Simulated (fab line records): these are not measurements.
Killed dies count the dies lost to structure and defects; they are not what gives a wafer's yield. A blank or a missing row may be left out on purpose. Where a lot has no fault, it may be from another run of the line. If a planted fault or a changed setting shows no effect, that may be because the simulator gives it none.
Split-lot trial | flow n5_finfet | route with 1938 steps; 7 lots, 21 wafers read

== THE SPLIT ITSELF ==
At N5_BEOL_M2_EXPOSE_25 (exposes mask V1, defocus 5 nm), the setting dose_mj was moved away from the recipe's 63 on 4 of the 21 wafers read, by -5.4% to +4.3%. For the rest of the wafers, this setting stayed at what the recipe calls for.

== FROM THE SPLIT TO THE READING: what the file shows between them, 2 steps ==
- N5_BEOL_M2_PEB_26: peb time 60 s
- N5_BEOL_M2_DEVELOP_27: develop time 30 s

== THE READING ==
cd_nm, in nm, at N5_BEOL_M2_CD_MEAS_28 (target cd 26.2 nm, target cd y 24.1 nm). Fault-free wafers of this fab line usually give 26.11 nm, standard deviation 0.24 nm.

wafer  | tool, chamber at the split | dose_mj as run | against the recipe | cd_nm, nm | against lot-mates on the recipe
L080.2 | euv_scanner-02, 0          | 63             | recipe             | 26.05     | -
L080.3 | euv_scanner-02, 0          | 63             | recipe             | 26.12     | -
L080.5 | euv_scanner-02, 0          | 63             | recipe             | 25.92     | -
L082.1 | euv_scanner-01, 0          | 63             | recipe             | 25.87     | -
L082.4 | euv_scanner-01, 0          | 59.89          | -4.9%              | 25.40     | -0.86
L082.6 | euv_scanner-01, 0          | 63             | recipe             | 26.65     | -
L083.1 | euv_scanner-02, 0          | 63             | recipe             | 26.00     | -
L083.3 | euv_scanner-02, 0          | 63             | recipe             | 26.46     | -
L083.5 | euv_scanner-02, 0          | 59.6           | -5.4%              | 24.71     | -1.52
L090.4 | euv_scanner-01, 0          | 65.73          | +4.3%              | 26.86     | +0.91
L090.5 | euv_scanner-01, 0          | 63             | recipe             | 26.07     | -
L090.6 | euv_scanner-01, 0          | 63             | recipe             | 25.84     | -
L091.2 | euv_scanner-02, 0          | 63             | recipe             | 26.22     | -
L091.3 | euv_scanner-02, 0          | 63             | recipe             | 25.78     | -
L091.6 | euv_scanner-02, 0          | 65.27          | +3.6%              | 26.80     | +0.80
L092.1 | euv_scanner-02, 0          | 63             | recipe             | 26.14     | -
L092.3 | euv_scanner-02, 0          | 63             | recipe             | 25.89     | -
L092.6 | euv_scanner-02, 0          | 63             | recipe             | 26.23     | -
L096.1 | euv_scanner-01, 0          | 63             | recipe             | 26.41     | -
L096.5 | euv_scanner-01, 0          | 63             | recipe             | 26.13     | -
L096.6 | euv_scanner-01, 0          | 63             | recipe             | 26.20     | -

FIT RESULTS
A straight line over all 21 wafers: cd_nm changes by +0.197 nm for each +1% of dose_mj; r = +0.87; the points scatter about the line by 0.24 nm.
The same after taking each lot's own level away (the mean of its wafers on the recipe; 21 wafers): +0.226 nm for each +1%; r = +0.92; scatter 0.21 nm.
According to that fit, moving dose_mj by its largest amount changes the reading by 1.2 nm.
From 25.955 to 26.260 nm: that is the span of the lots' own levels, equal to 1.3 times the standard deviation above.
In other words, the slope is changed by the lot-to-lot level; the two fits disagree.
Check: with one of the wafers moved furthest among these (-5.4%) left out of the fit, the line predicts -1.05 nm for it against its lot-mates. Against them it came out at -1.52 nm.

== FILE'S OWN FIT ==
cd_nm changes by +0.225 nm for each +1% of dose_mj, r = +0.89.
